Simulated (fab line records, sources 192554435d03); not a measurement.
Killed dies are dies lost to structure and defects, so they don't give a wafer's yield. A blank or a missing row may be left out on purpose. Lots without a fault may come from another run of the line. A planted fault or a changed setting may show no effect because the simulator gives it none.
Which tool did it? | flow n5_finfet | 12 lots, 34 wafers sampled, at 5 steps of a route of 1938

WHAT THE GAUGES READ, wafer by wafer
N5_BEOL_M15_THK_MEAS_50: measures by xrf. Usual: M15_THK 851 nm, standard deviation 16.
lot  | measured     | on            | M15_THK (nm) | flag
L115 | day 12 07:32 | film_metro-01 | 849 840 840  |
L114 | day 12 20:43 | film_metro-02 | 844 836 849  |
L118 | day 13 00:19 | film_metro-02 | 860 844 854  |
L116 | day 13 14:19 | film_metro-02 | 866 868 856  |
L119 | day 13 14:51 | film_metro-02 | 847 837 853  |
L121 | day 13 16:36 | film_metro-01 | 821 835 857  |
L117 | day 13 18:11 | film_metro-02 | 843 848 845  |
L120 | day 13 19:28 | film_metro-02 | 848 869 842  |
L123 | day 14 09:05 | film_metro-02 | 839 848      |
L125 | day 14 10:10 | film_metro-02 | 842 849      |
L128 | day 15 23:57 | film_metro-02 | 870 858 851  |
L131 | day 16 21:41 | film_metro-02 | 857 854 820  |

N5_MIM_TOP_LITHO_OVL_MEAS_11. Usual: MIM_TOP_OVL 0 nm, standard deviation 5.4.
lot  | measured     | on         | MIM_TOP_OVL (nm) | flag
L115 | day 12 12:46 | overlay-02 | -14 -12 -10      |
L114 | day 13 00:53 | overlay-02 | 3 0 3            |
L118 | day 13 05:35 | overlay-01 | 3 2 -1           |
L116 | day 13 18:47 | overlay-01 | -2 4 -4          |
L119 | day 13 18:50 | overlay-01 | 0 1 5            |
L121 | day 13 21:01 | overlay-01 | -2 -7 -11        |
L117 | day 13 22:03 | overlay-02 | 7 0 -6           |
L120 | day 13 23:20 | overlay-01 | 0 4 5            |
L123 | day 14 12:25 | overlay-01 | -7 -1            |
L125 | day 14 14:42 | overlay-01 | -5 -1            |
L128 | day 16 03:45 | overlay-01 | 225 211 210      | OFF
L131 | day 17 02:04 | overlay-02 | 0 2 -3           |

WHICH TOOL RAN EACH LOT (tool, then ch and the chambers of the sampled wafers, then the start)
lot  | N5_PASSIVATION_PECVD_00         | N5_MIM_TOP_ALD_02                           | N5_MIM_TOP_LITHO_EXPOSE_05
L115 | pecvd-04 ch 0,1, day 12 08:41   | ald_hk-03 ch 1,2,3, day 12 12:34 or earlier | krf_scanner-02 ch 0, day 12 12:34
L114 | pecvd-03 ch 0,1, day 12 21:51   | ald_hk-02 ch 0,1,3, day 13 00:41 or earlier | krf_scanner-01 ch 0, day 13 00:41
L118 | pecvd-01 ch 1,2, day 13 01:28   | ald_hk-01 ch 0,1, day 13 05:22 or earlier   | krf_scanner-01 ch 0, day 13 05:22
L116 | pecvd-01 ch 0,2, day 13 15:27   | ald_hk-02 ch 1,2,3, day 13 18:35 or earlier | krf_scanner-01 ch 0, day 13 18:35
L119 | pecvd-03 ch 1,2, day 13 16:01   | ald_hk-01 ch 1,2, day 13 18:38 or earlier   | krf_scanner-01 ch 0, day 13 18:38
L121 | pecvd-03 ch 0,1, day 13 17:46   | ald_hk-03 ch 0,2,3, day 13 20:49 or earlier | krf_scanner-01 ch 0, day 13 20:49
L117 | pecvd-03 ch 0,1,2, day 13 19:20 | ald_hk-02 ch 0,1, day 13 21:50 or earlier   | krf_scanner-01 ch 0, day 13 21:50
L120 | pecvd-01 ch 1,2, day 13 20:38   | ald_hk-01 ch 0,3, day 13 23:08 or earlier   | krf_scanner-01 ch 0, day 13 23:08
L123 | pecvd-04 ch 0,1, day 14 10:34   | ald_hk-02 ch 2, day 14 12:14 or earlier     | krf_scanner-01 ch 0, day 14 12:14
L125 | pecvd-04 ch 0,1, day 14 11:19   | ald_hk-01 ch 0,3, day 14 14:31 or earlier   | krf_scanner-02 ch 0, day 14 14:31
L128 | pecvd-04 ch 0,2, day 16 01:05   | ald_hk-01 ch 0,1,2, day 16 03:32 or earlier | krf_scanner-02 ch 0, day 16 03:32
L131 | pecvd-01 ch 0,1,2, day 16 22:50 | ald_hk-02 ch 0,3, day 17 01:52 or earlier   | krf_scanner-01 ch 0, day 17 01:52
- N5_PASSIVATION_PECVD_00: deposits SiO2 from SiH4/N2O, target thk 200 nm, time 11.2 s.
- N5_MIM_TOP_ALD_02: deposits Al2O3, purge time 3 s, co reactant pulse time 3 s.
- N5_MIM_TOP_LITHO_EXPOSE_05: exposes mask MIM TOP, target cd 2000 nm.

WHAT THE TOOLS THEMSELVES READ (means of the sampled wafers that have a number; where no wafer has one, the mark that the record gives instead)
N5_PASSIVATION_PECVD_00. Usual: heater_power_w 601 W, standard deviation 91; showerhead_plenum_p_Torr 8.18 Torr, standard deviation 0.11; throttle_valve_pct 51 %, standard deviation 4.
lot  | tool     | heater_power_w (W) | showerhead_plenum_p_Torr (Torr) | throttle_valve_pct (%) | flag
L115 | pecvd-04 | 619                | 8.15                            | 56                     |
L114 | pecvd-03 | 763                | 8.30                            | 52                     |
L118 | pecvd-01 | 560                | 8.13                            | 48                     |
L116 | pecvd-01 | 540                | 8.29                            | 47                     |
L119 | pecvd-03 | 591                | 8.15                            | 49                     |
L121 | pecvd-03 | 704                | 8.28                            | 53                     |
L117 | pecvd-03 | 670                | 8.20                            | 50                     |
L120 | pecvd-01 | 545                | 8.15                            | 48                     |
L123 | pecvd-04 | 693                | 8.17                            | 56                     |
L125 | pecvd-04 | 636                | 8.16                            | 56                     |
L128 | pecvd-04 | 608                | 8.13                            | 52                     |
L131 | pecvd-01 | 555                | 8.20                            | 49                     |

N5_MIM_TOP_ALD_02. Usual: precursor_pulse_height_rel 1.000, standard deviation 0.02.
lot  | tool      | precursor_pulse_height_rel | flag
L115 | ald_hk-03 | 1.019                      |
L114 | ald_hk-02 | 0.988                      |
L118 | ald_hk-01 | 0.996                      |
L116 | ald_hk-02 | 0.996                      |
L119 | ald_hk-01 | 0.999                      |
L121 | ald_hk-03 | 1.007                      |
L117 | ald_hk-02 | 0.990                      |
L120 | ald_hk-01 | 1.018                      |
L123 | ald_hk-02 | 0.968                      |
L125 | ald_hk-01 | 0.997                      |
L128 | ald_hk-01 | 0.998                      |
L131 | ald_hk-02 | 1.009                      |

THE ANSWER, worked out from the rows above alone
Rule: a lot is off if the mean of its wafers that have a number lies more than 3 standard deviations from the usual mean. A lot without any number at a reading at which 4 lots or more have one is off too. The other lots that the step has rows for count as sound. The gauges are gone through in route order, then the tools' own readings, and for those a lot's mean is taken as printed above. The first step at which some lot is off is used, and at that step the reading that is off furthest; a lot without a number counts as furthest.
Off: L128, at N5_MIM_TOP_LITHO_OVL_MEAS_11 (MIM_TOP_OVL).
A tool fits if, at a process step before that reading, it ran every lot that is off, and no sound lot after the first of them. The gauges at N5_MIM_TOP_LITHO_OVL_MEAS_11 are tried like those tools. N5_MIM_TOP_ALD_02 gives no start for some lots, so the hours and the order of its lots are those of N5_MIM_TOP_LITHO_EXPOSE_05. Can't be told from this: 4 tools fit, pecvd-04 at N5_PASSIVATION_PECVD_00, ald_hk-01 at N5_MIM_TOP_ALD_02, krf_scanner-02 at N5_MIM_TOP_LITHO_EXPOSE_05, overlay-01 at N5_MIM_TOP_LITHO_OVL_MEAS_11.

WHAT THE SIMULATOR HAD PUT IN
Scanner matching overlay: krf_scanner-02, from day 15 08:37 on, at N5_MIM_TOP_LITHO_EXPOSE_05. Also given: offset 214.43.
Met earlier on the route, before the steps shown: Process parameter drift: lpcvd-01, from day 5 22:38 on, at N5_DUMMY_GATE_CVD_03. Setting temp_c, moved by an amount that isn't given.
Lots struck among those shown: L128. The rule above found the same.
